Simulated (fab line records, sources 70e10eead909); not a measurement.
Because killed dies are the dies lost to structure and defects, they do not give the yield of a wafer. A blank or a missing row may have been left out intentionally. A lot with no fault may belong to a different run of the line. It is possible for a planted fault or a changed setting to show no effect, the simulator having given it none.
The tool behind it: which one?    flow nand harc    Sampling: 10 lots, 30 wafers, 6 of 1302 route steps

WHAT THE GAUGES READ, wafer by wafer
NHARC_A_CHANNEL_HOLE_D1_INSPECT_40.
lot   measured      on                 raw defect count
L916  day 9 02:46   defect inspect-01  48 57 36
L917  day 9 15:47   defect inspect-02  27 54 34
L918  day 9 20:54   defect inspect-01  66 96 78
L920  day 10 18:42  defect inspect-01  85 81 107
L921  day 11 07:05  defect inspect-02  91 84 88
L926  day 13 14:49  defect inspect-01  74 116 498
L935  day 17 04:53  defect inspect-01  59 82 54
L936  day 17 16:53  defect inspect-02  62 57 49
L937  day 18 01:13  defect inspect-02  53 38 58
L938  day 18 01:38  defect inspect-02  72 47 80

NHARC_END_SORT_01.
lot   measured      on         killed at array  killed at other  killed at periphery  killed dies  killed open  killed short
L926  day 29 06:20  prober-01  40 48 109        1 0 0            0 1 0                41 49 109    1 5 2        2 0 2

WHAT TOOL EACH LOT RAN ON (gives the tool, then ch and the chambers of the sampled wafers, and finally the start)
lot   NHARC_A_CHANNEL_HOLE_D1_DESCUM_15   NHARC_A_CHANNEL_HOLE_D1_ETCH_39                NHARC_A_CHANNEL_HOLE_D1_ETCH_16     NHARC_A_CHANNEL_HOLE_D1_ETCH_21
L916  rie diel-11 ch 1,2,3, day 8 15:05   rie diel-11 ch 1,3, day 8 15:41 or earlier     rie diel-11 ch 1,2,3, day 8 15:41   har etch-01 ch 0,1, day 8 21:31
L917  rie diel-11 ch 0,3, day 9 08:53     rie diel-11 ch 1,2,3, day 9 09:25 or earlier   rie diel-11 ch 2,3, day 9 09:25     har etch-01 ch 0,1, day 9 10:34
L918  rie diel-13 ch 0,2, day 9 14:01     rie diel-13 ch 0,2,3, day 9 14:36 or earlier   rie diel-13 ch 1,3, day 9 14:36     har etch-01 ch 0,1, day 9 15:46
L920  rie diel-11 ch 0,1,2, day 10 11:37  rie diel-11 ch 1,2, day 10 12:19 or earlier    rie diel-11 ch 0,1,2, day 10 12:19  har etch-02 ch 0,1, day 10 13:31
L921  rie diel-11 ch 0,1,2, day 10 23:49  rie diel-11 ch 0,1, day 11 00:34 or earlier    rie diel-11 ch 0,1, day 11 00:34    har etch-02 ch 1, day 11 01:37
L926  rie diel-11 ch 1,2,3, day 13 04:20  rie diel-11 ch 0,1,3, day 13 04:52 or earlier  rie diel-11 ch 1,2,3, day 13 04:52  har etch-02 ch 0,1, day 13 09:31
L935  rie diel-11 ch 0,1,3, day 16 21:42  rie diel-11 ch 0,2,3, day 16 22:14 or earlier  rie diel-11 ch 0,3, day 16 22:14    har etch-01 ch 0,1, day 16 23:26
L936  rie diel-11 ch 0,3, day 17 04:44    rie diel-11 ch 2,3, day 17 05:27 or earlier    rie diel-11 ch 0,3, day 17 05:27    har etch-01 ch 0,1, day 17 11:35
L937  rie diel-11 ch 0,1,3, day 17 17:15  rie diel-11 ch 0,1,3, day 17 17:52 or earlier  rie diel-11 ch 0,2, day 17 17:52    har etch-02 ch 0,1, day 17 19:55
L938  rie diel-11 ch 1,2,3, day 17 17:46  rie diel-11 ch 0,1,3, day 17 18:40 or earlier  rie diel-11 ch 2,3, day 17 18:40    har etch-01 ch 0, day 17 20:08
- NHARC_A_CHANNEL_HOLE_D1_DESCUM_15: chemistry O2, time 3 s.
- NHARC_A_CHANNEL_HOLE_D1_ETCH_39: etches the open film in N2/H2, target depth 260 nm, time 325 s.
- NHARC_A_CHANNEL_HOLE_D1_ETCH_16: etches the open film in O2/COS, target depth 3100 nm, time 806 s.
- NHARC_A_CHANNEL_HOLE_D1_ETCH_21: etches the open film in C4F8/O2/Ar, time 514.3 s, target depth 1600 nm.

WHAT THE TOOLS THEMSELVES READ (means of the sampled wafers that have a number; where no wafer has one, the mark that the record gives instead)
NHARC_A_CHANNEL_HOLE_D1_DESCUM_15.
lot   tool         drypump motor current A (A)  oes product au (a.u.)  rf vpp V (V)  showerhead plenum p Torr (Torr)  throttle valve pct (%)
L916  rie diel-11  5.57                         1.008                  58.4          2.01                             11.306
L917  rie diel-11  5.70                         0.998                  57.4          1.96                             11.308
L918  rie diel-13  5.82                         1.001                  57.4          1.91                             11.313
L920  rie diel-11  5.53                         1.004                  58.2          1.97                             11.306
L921  rie diel-11  5.52                         1.008                  58.3          1.97                             11.304
L926  rie diel-11  5.56                         1.001                  57.9          2.01                             11.319
L935  rie diel-11  5.66                         0.995                  58.2          2.01                             11.309
L936  rie diel-11  5.74                         0.989                  58.4          2.01                             11.314
L937  rie diel-11  5.68                         0.997                  58.6          2.01                             11.306
L938  rie diel-11  5.56                         0.998                  58.5          2.01                             11.314

NHARC_A_CHANNEL_HOLE_D1_ETCH_39.
lot   tool         drypump motor current A (A)  oes product au (a.u.)  rf vpp V (V)  showerhead plenum p Torr (Torr)  throttle valve pct (%)
L916  rie diel-11  5.63                         1.006                  434.5         2.19                             14.178
L917  rie diel-11  5.57                         1.005                  433.5         2.15                             14.177
L918  rie diel-13  5.85                         1.002                  431.1         2.06                             14.174
L920  rie diel-11  5.48                         1.010                  432.9         2.15                             14.176
L921  rie diel-11  5.63                         0.998                  431.2         2.10                             14.158
L926  rie diel-11  5.69                         0.993                  433.0         2.14                             14.170
L935  rie diel-11  5.61                         1.000                  431.7         2.10                             14.174
L936  rie diel-11  5.66                         0.988                  433.9         2.14                             14.175
L937  rie diel-11  5.68                         0.996                  433.3         2.14                             14.180
L938  rie diel-11  5.67                         0.996                  433.7         2.14                             14.163

NHARC_A_CHANNEL_HOLE_D1_ETCH_16.
lot   tool         drypump motor current A (A)  oes product au (a.u.)  rf vpp V (V)  showerhead plenum p Torr (Torr)  throttle valve pct (%)
L916  rie diel-11  5.58                         1.009                  316.2         3.28                             28.323
L917  rie diel-11  5.66                         0.995                  315.8         3.27                             28.331
L918  rie diel-13  5.93                         0.999                  315.4         3.20                             28.328
L920  rie diel-11  5.52                         1.002                  315.3         3.21                             28.327
L921  rie diel-11  5.60                         1.003                  316.7         3.27                             28.335
L926  rie diel-11  5.58                         1.005                  316.6         3.27                             28.327
L935  rie diel-11  5.76                         0.982                  315.8         3.26                             28.319
L936  rie diel-11  5.71                         0.996                  315.0         3.20                             28.336
L937  rie diel-11  5.56                         0.999                  314.9         3.14                             28.330
L938  rie diel-11  5.49                         1.004                  315.6         3.21                             28.326

NHARC_A_CHANNEL_HOLE_D1_ETCH_21.
lot   tool         drypump motor current A (A)  showerhead plenum p Torr (Torr)  throttle valve pct (%)
L916  har etch-01  5.4                          3.64                             32.158
L917  har etch-01  5.0                          3.68                             32.158
L918  har etch-01  5.0                          3.68                             32.149
L920  har etch-02  6.1                          3.52                             32.152
L921  har etch-02  6.0                          3.68                             32.158
L926  har etch-02  6.0                          3.57                             32.153
L935  har etch-01  5.0                          3.63                             32.153
L936  har etch-01  5.0                          3.63                             32.161
L937  har etch-02  6.1                          3.82                             32.146
L938  har etch-01  4.7                          3.67                             32.151

THE ANSWER, worked out from the rows above alone
Rule: usual is defined by the lots themselves. The widest of any qualifying gaps counts: lots, ordered by their means at a reading, are off when they make up no more than a third of the lots, leave a main group of 4 or more, and stand apart from it by 3 or more times the standard deviation of that group's means. If all means in a main group match to the digits the tables above print for the reading, that group is not used. A lot without any number at a reading at which 4 lots or more have one is off too. The other lots that the step has rows for count as sound. Order of review: gauges by route order, followed by the tools' own readings, for which a lot's mean as printed above is used. The first step at which some lot is off is used, and at that step the reading that is off furthest; a lot without a number counts as furthest.
Off, at NHARC_A_CHANNEL_HOLE_D1_INSPECT_40 on raw defect count: L926. The main group has a mean of 65 with a standard deviation of 18.
A tool fits if, at a process step before that reading, it ran every lot that is off, and no sound lot after the first of them. Gauges at NHARC_A_CHANNEL_HOLE_D1_INSPECT_40: tried the same way as those tools. With no start given for some of its lots, NHARC_A_CHANNEL_HOLE_D1_ETCH_39 uses the hours and lot order of NHARC_A_CHANNEL_HOLE_D1_ETCH_16. Of those tried, none fits.

WHAT THE SIMULATOR PUT IN
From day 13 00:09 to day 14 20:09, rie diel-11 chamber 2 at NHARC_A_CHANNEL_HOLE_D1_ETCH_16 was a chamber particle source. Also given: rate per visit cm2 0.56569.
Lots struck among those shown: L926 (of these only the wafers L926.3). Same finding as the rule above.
